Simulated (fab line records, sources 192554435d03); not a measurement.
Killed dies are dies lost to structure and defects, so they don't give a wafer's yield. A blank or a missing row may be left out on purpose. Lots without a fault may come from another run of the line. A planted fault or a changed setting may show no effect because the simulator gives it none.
fab line records | flow n5_finfet
record lots=13 wafers=37 last_day=18
route steps=1938 shown TV_LITHO@1885 PASSIVATION@1907
lots that met no fault: from a run of the same line without faults
start_h: hours from the record's first day to the start of the lot's first wafer shown | wait_h: hours since the lot's step before | " the same as in the row above | L1.1+2: a row that stands for several wafers | - no value, or no start given | * or withheld: withheld | < > ~ a bound
route shown NAME@n: a module of which the file shows steps, and the number in the route of the first | usual: mean/standard deviation of fault-free wafers | same: alike in all rows | chamber/n: place in a boat | sites: the reading at each site | _std_site: their standard deviation | _edge_site: outer sites' mean less inner sites' | radius_mm: how far each site lies from the wafer's centre | mask NAME#n: copy n | behind: the tool/chamber that last shaped the wafer | hold: why the lot was held/for how many hours/how that ended | device: the transistor (n, p or np) that didn't switch | end of line: the same wafers' tests at the end of the route | a step without rows: its recipe alone | killed: dies lost to structure and defects at the first sort, not the wafer's yield | map: a wafer's dies, x killed, . not, _ none there
set.NAME: the setting as run; set.NAME@STEP: as run at that earlier step | model.NAME: the simulator's own value behind a step, which no gauge read
steps of the route over a sample of lots; a table a step, a row a wafer
services: from which hour (start_h, from the record's first day; less than 0 if before it) a tool's chamber was out of use, for how many hours, and why
## steps
# step N5_PASSIVATION_INSPECT_61
# recipe mode=adi inspect_instrument=macro
# usual raw_defect_count=2.3/1.5
# columns lot.wafer tool chamber start_h wait_h raw_defect_count
L553.1 defect_inspect-02 - 264.59 0.0 5
L553.3 " - " " 0
L553.4 " - " " 1
L556.3 defect_inspect-01 - 285.29 0.0 1
L556.5 " - " " 5
L556.6 " - " " 2
L555.4 defect_inspect-02 - 291.54 0.0 4
L555.5 " - " " 4
L555.6 " - " " 4
L557.1 defect_inspect-02 - 300.56 0.0 0
L557.2 " - " " 1
L557.3 " - " " 4
L565.3 defect_inspect-01 - 349.38 0.0 2
L565.4 " - " " 2
L564.2 defect_inspect-02 - 349.54 0.0 2
L564.4 " - " " 3
L569.2 defect_inspect-02 - 363.20 0.0 0
L569.3 " - " " 4
L569.5 " - " " 2
L568.1 defect_inspect-01 - 370.56 0.0 1
L568.3 " - " " 6
L568.6 " - " " 3
L570.3 defect_inspect-02 - 378.30 0.0 3
L570.4 " - " " 1
L570.6 " - " " 2
L571.2 defect_inspect-01 - 381.28 0.0 4
L571.3 " - " " 4
L571.5 " - " " 2
L572.2 defect_inspect-02 - 391.41 0.0 2
L572.5 " - " " 4
L572.6 " - " " 1
L575.3 defect_inspect-01 - 417.14 0.0 1
L575.5 " - " " 3
L575.6 " - " " 5
L576.1 defect_inspect-01 - 420.25 0.0 3
L576.3 " - " " 3
L576.4 " - " " 3
# step N5_PASSIVATION_INSPECT_64
# recipe mode=adi inspect_instrument=macro
# usual raw_defect_count=2.0/1.4
# columns lot.wafer tool chamber start_h wait_h raw_defect_count
L553.1 defect_inspect-02 - 266.72 0.0 5
L553.3 " - " " 2
L553.4 " - " " 2
L556.3 defect_inspect-01 - 286.80 0.0 2
L556.5 " - " " 0
L556.6 " - " " 2
L555.4 defect_inspect-01 - 293.15 0.0 1
L555.5 " - " " 0
L555.6 " - " " 3
L557.1 defect_inspect-01 - 302.84 0.0 2
L557.2 " - " " 1
L557.3 " - " " 0
L565.3 defect_inspect-01 - 351.52 0.0 2
L565.4 " - " " 2
L564.2 defect_inspect-02 - 351.89 0.0 3
L564.4 " - " " 1
L569.2 defect_inspect-02 - 366.25 0.0 1
L569.3 " - " " 2
L569.5 " - " " 1
L568.1 defect_inspect-01 - 372.97 0.0 2
L568.3 " - " " 4
L568.6 " - " " 4
L570.3 defect_inspect-01 - 381.96 0.0 5
L570.4 " - " " 1
L570.6 " - " " 0
L571.2 defect_inspect-01 - 382.65 0.0 0
L571.3 " - " " 1
L571.5 " - " " 2
L572.2 defect_inspect-01 - 393.71 0.0 1
L572.5 " - " " 5
L572.6 " - " " 5
L575.3 defect_inspect-01 - 418.89 0.0 2
L575.5 " - " " 0
L575.6 " - " " 3
L576.1 defect_inspect-02 - 424.66 0.0 1
L576.3 " - " " 1
L576.4 " - " " 2
# step N5_PASSIVATION_PECVD_53
# recipe material=SiO2 target_thk_a=8000 temp_c=400 precursor=TEOS/O2 pressure_torr=6.5 rf_w=withheld teos_flow_sccm=withheld gas=O2 flow_sccm=2650 time_s=169.4
# usual chamber_pressure_Torr=6.499/0.015 run_length_s=197.3/0.51
# columns lot.wafer tool chamber start_h wait_h chamber_pressure_Torr run_length_s
L553.1 pecvd-04 0 267.90 0.0 6.504 197.5
L553.3 " 2 " " 6.522 197.5
L553.4 " 2 " " 6.499 197.2
L556.3 pecvd-04 2 288.09 0.0 6.481 197.2
L556.5 " 0 " " 6.495 197.5
L556.6 " 2 " " 6.490 197.5
L555.4 pecvd-04 1 294.44 0.1 6.487 197.7
L555.5 " 2 " " 6.498 197.0
L555.6 " 0 " " 6.502 197.6
L557.1 pecvd-01 1 303.98 0.0 6.509 197.1
L557.2 " 2 " " 6.486 198.0
L557.3 " 0 " " 6.512 197.5
L565.3 pecvd-04 2 352.78 0.0 6.517 156.1
L565.4 " 0 " " 6.490 156.3
L564.2 pecvd-04 0 353.14 0.0 6.521 197.0
L564.4 " 2 " " 6.467 156.8
L569.2 pecvd-01 2 367.82 0.0 6.517 198.2
L569.3 " 1 " " 6.509 196.6
L569.5 " 1 " " 6.509 197.0
L568.1 pecvd-02 1 374.20 0.0 6.505 197.1
L568.3 " 0 " " 6.513 197.7
L568.6 " 1 " " 6.496 197.2
L570.3 pecvd-02 0 383.18 0.0 6.498 198.2
L570.4 " 2 " " 6.520 197.1
L570.6 " 0 " " 6.489 198.0
L571.2 pecvd-01 2 383.82 0.0 6.501 197.3
L571.3 " 0 " " 6.485 197.2
L571.5 " 1 " " 6.474 196.1
L572.2 pecvd-02 0 394.99 0.0 6.508 197.9
L572.5 " 2 " " 6.494 196.5
L572.6 " 0 " " 6.523 197.8
L575.3 pecvd-01 2 420.04 0.0 6.486 197.3
L575.5 " 0 " " 6.498 197.8
L575.6 " 1 " " 6.509 196.9
L576.1 pecvd-04 2 426.04 0.0 6.476 197.1
L576.3 " 1 " " 6.504 197.1
L576.4 " 1 " " 6.493 196.9
# step N5_PASSIVATION_OVL_MEAS_66
# recipe points_per_wafer=44
# usual PASS_OPEN_OVL=4/4.8
# columns lot.wafer tool chamber start_h wait_h PASS_OPEN_OVL[nm]
L553.1 overlay-02 0 268.47 0.0 11
L553.3 " 0 " " 3
L553.4 " 0 " " 13
L556.3 overlay-02 0 288.66 0.0 3
L556.5 " 0 " " 8
L556.6 " 0 " " 4
L555.4 overlay-01 0 294.96 0.0 5
L555.5 " 0 " " 6
L555.6 " 0 " " 5
L557.1 overlay-01 0 304.55 0.0 -2
L557.2 " 0 " " -6
L557.3 " 0 " " -1
L565.3 overlay-01 0 353.47 0.0 -1
L565.4 " 0 " " 3
L564.2 overlay-01 0 353.71 0.0 -2
L564.4 " 0 " " 1
L569.2 overlay-01 0 368.39 0.0 2
L569.3 " 0 " " 6
L569.5 " 0 " " 11
L568.1 overlay-01 0 374.78 0.0 5
L568.3 " 0 " " 2
L568.6 " 0 " " 8
L570.3 overlay-01 0 383.75 0.0 5
L570.4 " 0 " " 1
L570.6 " 0 " " -3
L571.2 overlay-02 0 384.40 0.0 12
L571.3 " 0 " " 13
L571.5 " 0 " " 4
L572.2 overlay-02 0 395.69 0.0 -3
L572.5 " 0 " " 0
L572.6 " 0 " " 5
L575.3 overlay-01 0 420.62 0.0 10
L575.5 " 0 " " 7
L575.6 " 0 " " 7
L576.1 overlay-02 0 426.74 0.0 5
L576.3 " 0 " " 6
L576.4 " 0 " " 3
## services
# columns tool chamber start_h hours kind
pecvd-01 1 254.45 48.9 repair
pecvd-01 2 264.95 6.6 repair
pecvd-02 1 353.20 5.5 scheduled_down
pecvd-02 - 361.59 2.8 pm
pecvd-04 1 383.62 - clean
pecvd-04 1 383.62 - consumable_replace:showerhead
pecvd-04 1 383.62 29.0 scheduled_down
pecvd-04 1 383.62 29.0 vent_cycle
pecvd-04 - 393.86 3.2 repair
pecvd-01 0 410.48 2.1 scheduled_down
## key
first_sign step=N5_PASSIVATION_PECVD_53 reading=run_length_s direction=down sigmas=81 usual=* struck=*
effect none on later readings
met_at N5_PASSIVATION_PECVD_53
struck_lots L564,L565
struck_wafers L564.4,L565.3,L565.4
not_acting_at N5_PASSIVATION_INSPECT_61,N5_PASSIVATION_INSPECT_64,N5_PASSIVATION_OVL_MEAS_66
onset_between 294.44 352.78
fault kind=process_parameter_drift tool=pecvd-04 chamber=- onset_h=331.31 steps=N5_PASSIVATION_PECVD_53 channel=time_s offset=* shape=step end_h=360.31 scope=struck_wafers_only acts_in=* stated=*
